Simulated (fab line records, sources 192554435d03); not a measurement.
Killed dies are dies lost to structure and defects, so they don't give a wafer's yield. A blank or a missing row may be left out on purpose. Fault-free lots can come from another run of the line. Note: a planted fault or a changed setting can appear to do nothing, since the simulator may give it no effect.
Which tool is to blame? -- flow n5_finfet -- Sampling: 24 lots, 72 wafers, 6 of 1938 route steps

WHAT EACH GAUGE READ, for each wafer
N5_BEOL_M13_RS_MEAS_54: uses a four-point probe to measure. Usual: for M13_RS the level is 0.0449 ohm/sq and the standard deviation is 0.0007.
lot,measured,on,M13_RS (ohm/sq),flag
L074,day 10 19:17,film_metro-02,0.0445 0.0454 0.0456,
L076,day 11 09:54,film_metro-01,0.0444 0.0450 0.0448,
L075,day 11 22:48,film_metro-02,0.0450 0.0455 0.0446,
L077,day 12 05:00,film_metro-02,0.0459 0.0448 0.0453,
L078,day 12 19:35,film_metro-01,0.0450 0.0442 0.0457,
L079,day 12 22:39,film_metro-02,0.0443 0.0451 0.0449,
L080,day 13 06:25,film_metro-01,0.0443 0.0444 0.0438,
L083,day 13 16:53,film_metro-01,0.0436 0.0441 0.0433,
L081,day 14 00:11,film_metro-01,0.0454 0.0448 0.0450,
L082,day 14 00:14,film_metro-01,0.0441 0.0440 0.0437,
L084,day 14 05:28,film_metro-02,0.0436 0.0442 0.0451,
L085,day 14 17:53,film_metro-01,0.0456 0.0447 0.0448,
L086,day 14 22:55,film_metro-02,0.0450 0.0450 0.0453,
L089,day 15 01:24,film_metro-01,0.0448 0.0458 0.0441,
L087,day 15 03:20,film_metro-02,0.0457 0.0451 0.0453,
L088,day 15 07:29,film_metro-01,0.0442 0.0446 0.0440,
L090,day 15 12:32,film_metro-02,0.0451 0.0460 0.0457,
L092,day 15 21:13,film_metro-01,0.0455 0.0442 0.0454,
L093,day 15 21:35,film_metro-01,0.0447 0.0446 0.0449,
L091,day 16 01:38,film_metro-02,0.0444 0.0453 0.0452,
L095,day 17 00:12,film_metro-01,0.0461 0.0446 0.0444,
L094,day 17 00:33,film_metro-02,0.0449 0.0439 0.0442,
L097,day 17 15:53,film_metro-02,0.0451 0.0463 0.0468,
L096,day 18 03:45,film_metro-01,0.0454 0.0451 0.0448,

N5_BEOL_M14_OVL_MEAS_29. Usual: for M14_OVL the level is 0 nm and the standard deviation is 5.4.
lot,measured,on,M14_OVL (nm),flag
L074,day 10 20:56,overlay-01,3 -3 6,
L076,day 11 11:40,overlay-01,3 6 1,
L075,day 12 00:39,overlay-01,-2 0 2,
L077,day 12 06:34,overlay-02,0 1 1,
L078,day 12 21:17,overlay-02,-11 -8 -3,
L079,day 13 00:18,overlay-01,-9 -6 -6,
L080,day 13 08:13,overlay-01,4 -2 8,
L083,day 13 18:32,overlay-02,-1 1 6,
L081,day 14 01:46,overlay-01,6 -2 -3,
L082,day 14 02:02,overlay-01,-3 -2 -2,
L084,day 14 07:02,overlay-01,6 6 12,
L085,day 14 19:37,overlay-02,1 -6 -6,
L086,day 15 00:29,overlay-01,-3 -3 -2,
L089,day 15 03:11,overlay-02,3 -4 -3,
L087,day 15 04:51,overlay-01,0 7 6,
L088,day 15 08:55,overlay-02,2 3 1,
L090,day 15 14:06,overlay-02,-12 -13 -18,
L092,day 15 22:58,overlay-02,-1 -2 -10,
L093,day 15 23:09,overlay-02,0 -10 -2,
L091,day 16 03:12,overlay-01,1 8 9,
L095,day 17 02:23,overlay-02,-3 2 -3,
L094,day 17 02:32,overlay-02,-1 -4 -2,
L097,day 17 17:19,overlay-01,3 4 3,
L096,day 18 05:31,overlay-01,6 11 7,

N5_BEOL_M15_CD_MEAS_10 targets a cd of 360 nm. Usual: 359.8 nm for cd_nm, sd 1.
lot,measured,on,cd_nm (nm),flag
L074,day 11 01:55,cd_sem-02,361.8 362.1 359.7,
L076,day 11 15:07,cd_sem-02,361.1 360.9 360.6,
L075,day 12 05:54,cd_sem-02,359.2 359.2 359.2,
L077,day 12 11:34,cd_sem-01,359.6 360.6 360.0,
L078,day 13 01:53,cd_sem-02,360.2 361.4 359.9,
L079,day 13 07:41,cd_sem-01,359.1 358.5 359.0,
L080,day 13 12:11,cd_sem-02,360.5 361.2 360.1,
L083,day 13 21:47,cd_sem-02,360.5 361.2 359.4,
L081,day 14 07:08,cd_sem-03,360.9 360.9 361.3,
L082,day 14 07:47,cd_sem-03,360.7 361.4 360.2,
L084,day 14 11:30,cd_sem-02,360.8 360.2 359.8,
L085,day 14 23:20,cd_sem-03,360.4 359.5 359.3,
L086,day 15 03:31,cd_sem-03,360.9 359.6 360.1,
L089,day 15 06:31,cd_sem-01,360.4 361.5 361.0,
L087,day 15 08:53,cd_sem-02,360.3 359.2 360.0,
L088,day 15 12:49,cd_sem-03,360.7 359.2 361.1,
L090,day 15 18:33,cd_sem-03,359.1 359.8 359.6,
L092,day 16 02:36,cd_sem-03,359.2 359.7 358.9,
L093,day 16 02:51,cd_sem-01,360.0 360.2 359.1,
L091,day 16 08:49,cd_sem-01,358.0 359.5 359.8,
L095,day 17 06:26,cd_sem-03,358.9 358.1 357.1,
L094,day 17 06:44,cd_sem-03,360.1 359.0 359.1,
L097,day 17 21:00,cd_sem-02,360.5 358.6 357.3,
L096,day 18 12:20,cd_sem-02,360.1 360.2 359.9,

TOOL THAT RAN EACH LOT (tool first, then ch and the chambers of the sampled wafers, then the start)
lot,N5_BEOL_M13_ANNEAL_48,N5_BEOL_M14_ETCH_59,N5_BEOL_M14_STRIP_37
L074,"rtp_anneal-01 ch 0, day 10 18:37","rie_diel-01 ch 0,1,2, day 10 20:03","rie_diel-02 ch 1,2,3, day 10 22:50"
L076,"rtp_anneal-01 ch 0, day 11 09:13","rie_diel-02 ch 2,3, day 11 10:47","rie_diel-02 ch 0,3, day 11 12:47"
L075,"rtp_anneal-01 ch 0, day 11 22:13","rie_diel-02 ch 1,2,3, day 11 23:55","rie_diel-04 ch 2,3, day 12 03:08"
L077,"rtp_anneal-02 ch 0, day 12 04:25","rie_diel-04 ch 1,2,3, day 12 05:42","rie_diel-02 ch 1,2,3, day 12 08:37"
L078,"rtp_anneal-02 ch 0, day 12 18:52","rie_diel-02 ch 0,1,3, day 12 20:24","rie_diel-02 ch 1,3, day 12 22:21"
L079,"rtp_anneal-01 ch 0, day 12 21:59","rie_diel-01 ch 0,2, day 12 23:32","rie_diel-04 ch 0,1,2, day 13 05:04"
L080,"rtp_anneal-01 ch 0, day 13 05:44","rie_diel-04 ch 0,1,2, day 13 07:19","rie_diel-02 ch 0,3, day 13 09:34"
L083,"rtp_anneal-02 ch 0, day 13 16:11","rie_diel-01 ch 0,1,2, day 13 17:47","rie_diel-04 ch 0,2,3, day 13 19:29"
L081,"rtp_anneal-02 ch 0, day 13 23:32","rie_diel-04 ch 0,2,3, day 14 00:52","rie_diel-04 ch 0,2,3, day 14 04:17"
L082,"rtp_anneal-01 ch 0, day 13 23:34","rie_diel-02 ch 0,1,3, day 14 01:17","rie_diel-02 ch 1,2, day 14 05:02"
L084,"rtp_anneal-02 ch 0, day 14 04:47","rie_diel-04 ch 1,2,3, day 14 06:16","rie_diel-04 ch 0,2,3, day 14 07:49"
L085,"rtp_anneal-01 ch 0, day 14 17:09","rie_diel-04 ch 0,1,3, day 14 18:43","rie_diel-02 ch 0,1,3, day 14 20:44"
L086,"rtp_anneal-02 ch 0, day 14 22:20","rie_diel-02 ch 0,3, day 14 23:43","rie_diel-04 ch 1,2,3, day 15 01:14"
L089,"rtp_anneal-01 ch 0, day 15 00:46","rie_diel-04 ch 0,1,2, day 15 02:26","rie_diel-04 ch 0,1,2, day 15 04:10"
L087,"rtp_anneal-01 ch 0, day 15 02:39","rie_diel-02 ch 2,3, day 15 04:05","rie_diel-02 ch 0,1,3, day 15 06:25"
L088,"rtp_anneal-01 ch 0, day 15 06:49","rie_diel-02 ch 2,3, day 15 08:10","rie_diel-04 ch 1,2, day 15 10:35"
L090,"rtp_anneal-01 ch 0, day 15 11:50","rie_diel-01 ch 0,1,3, day 15 13:13","rie_diel-04 ch 0,2,3, day 15 16:12"
L092,"rtp_anneal-01 ch 0, day 15 20:32","rie_diel-04 ch 0,1,3, day 15 22:04","rie_diel-02 ch 0,1, day 16 00:10"
L093,"rtp_anneal-02 ch 0, day 15 20:51","rie_diel-01 ch 0,3, day 15 22:16","rie_diel-04 ch 0,1,2, day 16 00:20"
L091,"rtp_anneal-02 ch 0, day 16 00:53","rie_diel-01 ch 1,3, day 16 02:19","rie_diel-04 ch 0,1,3, day 16 06:02"
L095,"rtp_anneal-01 ch 0, day 16 23:31","rie_diel-04 ch 0,2, day 17 01:29","rie_diel-04 ch 2,3, day 17 04:11"
L094,"rtp_anneal-01 ch 0, day 16 23:44","rie_diel-02 ch 1,2,3, day 17 01:32","rie_diel-01 ch 1,2,3, day 17 04:21"
L097,"rtp_anneal-01 ch 0, day 17 15:09","rie_diel-02 ch 0,1, day 17 16:34","rie_diel-04 ch 0,1,2, day 17 18:11"
L096,"rtp_anneal-01 ch 0, day 18 03:10","rie_diel-02 ch 0,1,3, day 18 04:40","rie_diel-01 ch 0,2,3, day 18 08:59"
- N5_BEOL_M13_ANNEAL_48: time 90 s.
- N5_BEOL_M14_ETCH_59: etches BARC in N2/H2, target depth 89 nm, overetch 26.7 nm, time 67.9 s.
- N5_BEOL_M14_STRIP_37: strips in O2.

WHAT THE TOOLS THEMSELVES READ (means of the sampled wafers that have a number; where no wafer has one, the mark that the record gives instead)
N5_BEOL_M13_ANNEAL_48. Usual: 226.3 for wafer_temp_C_max, sd 0.42.
lot,tool,wafer_temp_C_max,flag
L074,rtp_anneal-01,226.1,
L076,rtp_anneal-01,226.0,
L075,rtp_anneal-01,226.3,
L077,rtp_anneal-02,226.3,
L078,rtp_anneal-02,226.9,
L079,rtp_anneal-01,225.8,
L080,rtp_anneal-01,226.3,
L083,rtp_anneal-02,227.4,
L081,rtp_anneal-02,226.8,
L082,rtp_anneal-01,226.0,
L084,rtp_anneal-02,226.6,
L085,rtp_anneal-01,226.2,
L086,rtp_anneal-02,227.0,
L089,rtp_anneal-01,226.1,
L087,rtp_anneal-01,225.8,
L088,rtp_anneal-01,226.3,
L090,rtp_anneal-01,226.1,
L092,rtp_anneal-01,226.0,
L093,rtp_anneal-02,226.7,
L091,rtp_anneal-02,226.5,
L095,rtp_anneal-01,226.3,
L094,rtp_anneal-01,226.2,
L097,rtp_anneal-01,225.9,
L096,rtp_anneal-01,226.3,

N5_BEOL_M14_ETCH_59. Usual: drypump_motor_current_A 5.5 A, standard deviation 0.37; oes_product_au 0.69 a.u., standard deviation 0.066; rf_vpp_V 524.4 V, standard deviation 2; showerhead_plenum_p_Torr 2.56 Torr, standard deviation 0.065; throttle_valve_pct 17.86 %, standard deviation 0.19.
lot,tool,drypump_motor_current_A (A),oes_product_au (a.u.),rf_vpp_V (V),showerhead_plenum_p_Torr (Torr),throttle_valve_pct (%),flag
L074,rie_diel-01,5.8,0.67,527.6,2.66,17.76,
L076,rie_diel-02,5.4,0.61,524.6,2.55,17.82,
L075,rie_diel-02,5.1,0.63,523.8,2.56,17.91,
L077,rie_diel-04,5.5,0.71,523.7,2.54,17.91,
L078,rie_diel-02,5.1,0.71,525.9,2.59,18.00,
L079,rie_diel-01,5.8,0.71,528.0,2.67,17.66,
L080,rie_diel-04,5.5,0.74,522.4,2.51,17.80,
L083,rie_diel-01,5.7,0.75,526.5,2.65,17.64,
L081,rie_diel-04,5.6,0.73,523.6,2.54,17.79,
L082,rie_diel-02,5.2,0.69,525.5,2.59,18.03,
L084,rie_diel-04,5.5,0.69,523.4,2.53,17.93,
L085,rie_diel-04,5.6,0.73,523.1,2.51,17.79,
L086,rie_diel-02,5.5,0.72,525.7,2.61,17.99,
L089,rie_diel-04,5.5,0.72,523.6,2.51,17.84,
L087,rie_diel-02,5.4,0.59,523.7,2.54,17.87,
L088,rie_diel-02,5.2,0.60,524.7,2.57,17.89,
L090,rie_diel-01,5.6,0.73,525.1,2.57,17.68,
L092,rie_diel-04,5.6,0.71,522.3,2.50,17.81,
L093,rie_diel-01,5.4,0.70,525.2,2.59,17.74,
L091,rie_diel-01,5.8,0.75,524.9,2.55,17.67,
L095,rie_diel-04,5.7,0.73,522.7,2.50,17.74,
L094,rie_diel-02,5.1,0.61,524.6,2.54,17.99,
L097,rie_diel-02,5.3,0.70,523.8,2.57,18.13,
L096,rie_diel-02,5.2,0.74,524.8,2.58,17.95,

N5_BEOL_M14_STRIP_37. Usual: drypump_motor_current_A 5.4 A, standard deviation 0.32; oes_product_au 0.80 a.u., standard deviation 0.077; rf_vpp_V 3.5 V, standard deviation 0.93; showerhead_plenum_p_Torr 2.10 Torr, standard deviation 0.044; throttle_valve_pct 16.72 %, standard deviation 0.14.
lot,tool,drypump_motor_current_A (A),oes_product_au (a.u.),rf_vpp_V (V),showerhead_plenum_p_Torr (Torr),throttle_valve_pct (%),flag
L074,rie_diel-02,5.1,0.75,3.2,2.12,16.74,
L076,rie_diel-02,5.5,0.68,2.5,2.15,16.99,
L075,rie_diel-04,5.5,0.82,2.5,2.12,16.73,
L077,rie_diel-02,5.1,0.73,3.5,2.11,16.75,
L078,rie_diel-02,5.0,0.72,3.2,2.13,16.77,
L079,rie_diel-04,5.5,0.88,4.0,2.07,16.62,
L080,rie_diel-02,5.3,0.79,3.7,2.15,16.71,
L083,rie_diel-04,5.6,0.87,3.7,2.10,16.66,
L081,rie_diel-04,5.6,0.85,3.4,2.10,16.67,
L082,rie_diel-02,5.2,0.72,3.1,2.09,16.80,
L084,rie_diel-04,5.6,0.86,3.3,2.10,16.66,
L085,rie_diel-02,5.1,0.79,3.6,2.13,16.82,
L086,rie_diel-04,5.5,0.80,4.0,2.09,16.72,
L089,rie_diel-04,5.5,0.85,3.7,2.07,16.62,
L087,rie_diel-02,5.2,0.79,3.0,2.13,16.82,
L088,rie_diel-04,5.4,0.81,4.4,2.09,16.76,
L090,rie_diel-04,5.6,0.83,2.8,2.09,16.68,
L092,rie_diel-02,5.0,0.80,3.5,2.11,16.93,
L093,rie_diel-04,5.5,0.84,3.4,2.06,16.65,
L091,rie_diel-04,5.6,0.82,3.7,2.06,16.65,
L095,rie_diel-04,5.5,0.77,3.1,2.11,16.80,
L094,rie_diel-01,5.9,0.82,3.8,2.12,16.54,
L097,rie_diel-04,5.5,0.82,3.3,2.06,16.70,
L096,rie_diel-01,5.7,0.78,4.3,2.13,16.61,

THE ANSWER, worked out from the rows above alone
Rule: take the mean of a lot's wafers that have a number; if it is more than 3 standard deviations from the usual mean, the lot is off. Also off: a lot with no number at a reading for which 4 or more lots have one. All remaining lots with rows at the step are treated as sound. First the gauges in route order, then the tools' own readings, where a lot's mean is used as printed above. The first step at which some lot is off is used, and at that step the reading that is off furthest; a lot without a number counts as furthest.
Across all readings shown, no lot is off: no conclusion can be drawn from this.

WHAT WAS PUT IN BY THE SIMULATOR
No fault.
